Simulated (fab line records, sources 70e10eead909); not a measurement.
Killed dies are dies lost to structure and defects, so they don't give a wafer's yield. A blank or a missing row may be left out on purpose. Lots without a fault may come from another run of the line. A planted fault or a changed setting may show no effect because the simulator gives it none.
A struck lot beside a sound one | flow nand_harc | 39 steps out of a route of 1302
Sound: wafers L130.2, L130.5, L130.6. Struck: wafers L145.2, L145.4, L145.6. The cause comes at the end.
At each step with rows: each side's tool, then ch and its chambers, then its first start. Under that, the readings that differ: sound wafers | struck wafers | difference of the means | sigmas: that difference in standard deviations of wafers without a fault.
alike: readings whose means differ by less than 2 such deviations, and words and numbers that are the same on both sides. not compared: withheld readings, readings that some wafer has no value for, bounds like >300 that may hide the same value, and numbers for which the record gives no deviation and whose values overlap.
The two part at a step that has a row with sigmas, a row that says differs or no value, or rows on one side only. Numbers that don't overlap but have no deviation are shown without sigmas and don't part them. A reading that every wafer of one side lacks parts them only if that side has two wafers or more.

first, 1 step without rows for these wafers: NHARC_A_CHANNEL_HOLE_D2_ETCH_44 (etches the open film in CF4/O2, target depth 140 nm, overetch 14 nm, time 77 s).
NHARC_A_CHANNEL_HOLE_D2_STRIP_28: strips in O2.
  sound on rie_diel-01 ch 0,1; struck on rie_diel-04 ch 0,2
  alike: drypump_motor_current_A, oes_product_au, rf_vpp_V, showerhead_plenum_p_Torr, throttle_valve_pct
  not compared: rf_hours_counter_h
then, 2 steps without rows for these wafers: NHARC_A_CHANNEL_HOLE_D2_PRECLEAN_29 (cleans in SC1); NHARC_A_CHANNEL_HOLE_D2_SRD_30.
NHARC_A_CHANNEL_HOLE_D2_CD_MEAS_31:
  sound on cd_sem-03, day 15 18:30; struck on cd_sem-01, day 22 01:59
  alike: cd_nm
then, 1 step without rows for these wafers: NHARC_A_CHANNEL_HOLE_D2_XSEM_32.
NHARC_A_CHANNEL_HOLE_D2_INSPECT_40:
  sound on defect_inspect-02, day 15 18:41; struck on defect_inspect-01, day 22 02:11
  alike: raw_defect_count
then, 2 steps without rows for these wafers: NHARC_A_CHANNEL_FILL_D2_PRECLEAN_00 (cleans in SC1); NHARC_A_CHANNEL_FILL_D2_SRD_01.
NHARC_A_CHANNEL_FILL_D2_ALD_02: deposits SiO2, target thk 6 nm, pulse time 10 s, ald cycles 60.
  sound on ald_hk-03 ch 0,1,2, day 15 19:01; struck on ald_hk-02 ch 0,1,2, day 22 02:31
  alike: heater_power_w, precursor_pulse_height_rel
  not compared: since_wet_clean_h
then, 2 steps without rows for these wafers: NHARC_A_CHANNEL_FILL_D2_ALD_03 (deposits SiNx, target thk 6 nm, pulse time 60 s, ald cycles 58); NHARC_A_CHANNEL_FILL_D2_ALD_14 (deposits SiO2, target thk 2.5 nm, pulse time 10 s, ald cycles 25).
NHARC_A_CHANNEL_FILL_D2_ALD_15: deposits SiNx, target thk 2 nm, pulse time 60 s, ald cycles 19.
  sound on ald_sin_batch-03 ch 0, day 16 05:05; struck on ald_sin_batch-02 ch 0, day 22 12:29
  alike: chamber_pressure_Torr, precursor_pulse_height_rel
NHARC_A_CHANNEL_FILL_D2_ALD_16: deposits SiO2, target thk 1.5 nm, pulse time 10 s, ald cycles 15.
  sound on ald_hk-02 ch 2,3, day 16 07:24; struck on ald_hk-03 ch 0,1, day 22 14:32
  alike: heater_power_w, precursor_pulse_height_rel
  not compared: since_wet_clean_h
then, 2 steps without rows for these wafers: NHARC_A_CHANNEL_FILL_D2_ANNEAL_17 (time 1800 s); NHARC_A_CHANNEL_FILL_D2_CVD_18 (deposits poly-Si, target thk 3 nm).
NHARC_A_CHANNEL_FILL_D2_ETCHBACK_19: etches the open film in HBr/Cl2, target depth 5 nm, time 1.7 s.
  sound on rie_si-04 ch 0,1,2, day 16 19:27; struck on rie_si-04 ch 0,1,2, day 23 02:41
  alike: drypump_motor_current_A, oes_product_au, throttle_valve_pct
  not compared: rf_hours_counter_h
then, 8 steps without rows for these wafers: NHARC_A_CHANNEL_FILL_D2_ETCHBACK_20 (etches the open film in C4F8/O2/Ar, target depth 27 nm, time 13.5 s); NHARC_A_CHANNEL_FILL_D2_STRIP_28 (strips in O2, time 20 s); NHARC_A_CHANNEL_FILL_D2_PRECLEAN_21 (cleans in dHF, time 30 s); NHARC_A_CHANNEL_FILL_D2_SRD_23; NHARC_A_CHANNEL_FILL_D2_CVD_05 (deposits poly-Si, target thk 5 nm); NHARC_A_CHANNEL_FILL_D2_ANNEAL_22 (time 7200 s); NHARC_A_CHANNEL_FILL_D2_ALD_25 (deposits SiOx, target thk 60 nm, pulse time 10 s, ald cycles 600); NHARC_A_CHANNEL_FILL_D2_ETCHBACK_08 (etches the open film in C4F8, target depth 220 nm, time 110 s).
NHARC_A_CHANNEL_FILL_D2_STRIP_29: strips in O2, time 20 s.
  sound on rie_diel-05 ch 0,1,2; struck on rie_diel-05 ch 0,1
  alike: drypump_motor_current_A, oes_product_au, rf_vpp_V, showerhead_plenum_p_Torr, throttle_valve_pct
  not compared: rf_hours_counter_h
then, 12 steps without rows for these wafers: NHARC_A_CHANNEL_FILL_D2_PRECLEAN_30 (cleans in dHF, time 30 s); NHARC_A_CHANNEL_FILL_D2_SRD_31; NHARC_A_CHANNEL_FILL_D2_CVD_09 (deposits poly-Si, target thk 150 nm, time 3000 s); NHARC_A_CHANNEL_FILL_D2_CMP_10 (polishes, target thk 150 nm); NHARC_A_CHANNEL_FILL_D2_SRD_12; NHARC_A_CHANNEL_FILL_D2_RTA_24 (time 5 s); NHARC_A_STAIRCASE_DEP_156 (deposits SiNx, target thk 50 nm); NHARC_A_STAIRCASE_DEHYDRATE_158 (time 120 s); NHARC_A_STAIRCASE_HMDS_159 (time 30 s); NHARC_A_STAIRCASE_COAT_160; NHARC_A_STAIRCASE_SOFTBAKE_161 (time 170 s); NHARC_A_STAIRCASE_EBR_162.
-- the record jumps here: 10 days lie between the struck wafers' starts before and after (it left off in module A_STAIRCASE and takes up again in module END, whose first step shown is number 1302 of the route) --
NHARC_END_SORT_01:
  the record has rows for the struck wafers here (prober-01 ch 0, day 33 13:31) and none for the sound ones

WHERE THEY PART
Only at NHARC_END_SORT_01, within this record.

WHY: what the simulator had put in
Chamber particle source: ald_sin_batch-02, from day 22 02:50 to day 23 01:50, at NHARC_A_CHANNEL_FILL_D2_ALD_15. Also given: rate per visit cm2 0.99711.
